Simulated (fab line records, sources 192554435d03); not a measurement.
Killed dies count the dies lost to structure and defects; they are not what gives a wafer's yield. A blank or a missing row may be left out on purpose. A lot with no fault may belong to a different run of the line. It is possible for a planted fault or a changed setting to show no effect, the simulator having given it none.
Split-lot study	flow n5-finfet	on a route of 1938 steps: 7 lots, 21 wafers read

## ABOUT THE SPLIT
At N5_GATE_CUT_COAT_27 (time 60 s, resist thk 10 nm), the setting spin-rpm was moved away from the recipe's 1500 rpm on 7 of the 21 wafers read, by -10.9% to -3.8%. All remaining wafers had this setting at the recipe value.

## FROM THE SPLIT TO THE READING: what the file shows between them, 4 steps
- N5_GATE_CUT_COAT_07: resist thk 30 nm
- N5_GATE_CUT_EBR_09
- N5_GATE_CUT_DESCUM_18: chemistry O2, time 7 s
- N5_GATE_CUT_ETCH_28: etches underlayer in N2/H2, target depth 13 nm, time 10.4 s

## THE READING
CAR-EUV_of_GATE_CUT_COAT_07.thk-nm (the simulator's own value, which no gauge read), in nm, at N5_GATE_CUT_ETCH_36 (etches SiARC in CF4, target depth 13 nm, time 21.7 s). The file does not state a usual value for it. The 14 wafers here that ran the recipe average 7.0 nm, standard deviation 0.12 nm.

wafer	tool, chamber at the split	spin-rpm as run, rpm	against the recipe	CAR-EUV_of_GATE_CUT_COAT_07.thk-nm, nm	against lot-mates on the recipe
L077.1	litho-track-05, 0	1500	recipe	7	-
L077.5	litho-track-05, 0	1500	recipe	7	-
L077.4	litho-track-05, 0	1500	recipe	7.2	-
L081.1	litho-track-03, 0	1500	recipe	6.8	-
L081.2	litho-track-03, 0	1339	-10.7%	6.4	-0.4
L081.3	litho-track-03, 0	1339	-10.7%	6.4	-0.4
L083.1	litho-track-01, 0	1443	-3.8%	6.6	-0.4
L083.4	litho-track-01, 0	1443	-3.8%	6.6	-0.4
L083.3	litho-track-01, 0	1500	recipe	7	-
L085.1	litho-track-05, 0	1500	recipe	7	-
L085.3	litho-track-05, 0	1500	recipe	6.8	-
L085.4	litho-track-05, 0	1409	-6.1%	6.6	-0.3
L095.1	litho-track-01, 0	1336	-10.9%	6.4	-0.6
L095.5	litho-track-01, 0	1500	recipe	7	-
L095.6	litho-track-01, 0	1500	recipe	7	-
L096.1	litho-track-05, 0	1500	recipe	7	-
L096.2	litho-track-05, 0	1500	recipe	7	-
L096.5	litho-track-05, 0	1500	recipe	7.2	-
L097.3	litho-track-01, 0	1500	recipe	7	-
L097.5	litho-track-01, 0	1500	recipe	7.2	-
L097.6	litho-track-01, 0	1351	-9.9%	6.2	-0.9

THE FIT
A straight line over all 21 wafers: CAR-EUV_of_GATE_CUT_COAT_07.thk-nm changes by +0.0637 nm for each +1% of spin-rpm; r = +0.91; the points scatter about the line by 0.13 nm.
The same after taking each lot's own level away (the mean of its wafers on the recipe; 21 wafers): +0.0545 nm for each +1%; r = +0.87; scatter 0.14 nm.
That fit puts the effect of the largest move of spin-rpm on the reading at 0.6 nm.
The lots' own levels span 6.80 to 7.10 nm, that is 2.5 times the standard deviation above.
In other words, the slope is changed by the lot-to-lot level; the two fits disagree.
Check: -0.616 nm against its lot-mates is what the line predicts for one of the wafers moved furthest among these (-10.9%) when that wafer is left out of the fit. Against them it came out at -0.6 nm.

## THE OTHER SPLITS THESE WAFERS WENT THROUGH
Note: prior to the reading, these wafers also went through further splits. Each is held against what the fit with the lots' levels taken away leaves over:
other split on the same wafers	wafers away from the commonest value	r with CAR-EUV_of_GATE_CUT_COAT_07.thk-nm (lot level and that fit taken away)
N5_SDB_ETCH_18 source-w	12	+0.38
N5_HKMG_FIN_CMP_23 platen-rpm	6	+0.16

## THE WHOLE CHAIN: every reading that the file lists as answering this split, in the file's order
step	what it does	reading	change (the file's fit)	r (the file's)
N5_GATE_CUT_COAT_27	time 60 s, resist thk 10 nm	underlayer_of_GATE_CUT_COAT_27.thk-nm (the simulator's own value, which no gauge read)	-0.0576 nm for each +1% of the setting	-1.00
N5_GATE_CUT_ETCH_28	etches underlayer in N2/H2, target depth 13 nm, time 10.4 s	etch-rf-on-time-s	withheld for each +1% of the setting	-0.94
N5_GATE_CUT_ETCH_28	etches underlayer in N2/H2, target depth 13 nm, time 10.4 s	CAR-EUV_of_GATE_CUT_COAT_07.thk-nm (the simulator's own value, which no gauge read)	+0.0458 nm for each +1% of the setting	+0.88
N5_GATE_CUT_ETCH_28	etches underlayer in N2/H2, target depth 13 nm, time 10.4 s	etch.depth-nm (the simulator's own value, which no gauge read)	-0.051 nm for each +1% of the setting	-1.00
N5_GATE_CUT_ETCH_36	etches SiARC in CF4, target depth 13 nm, time 21.7 s	CAR-EUV_of_GATE_CUT_COAT_07.thk-nm (the simulator's own value, which no gauge read)	+0.0601 nm for each +1% of the setting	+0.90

## FILE'S OWN FIT
CAR-EUV_of_GATE_CUT_COAT_07.thk-nm changes by +0.0601 nm for each +1% of spin-rpm, r = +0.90.
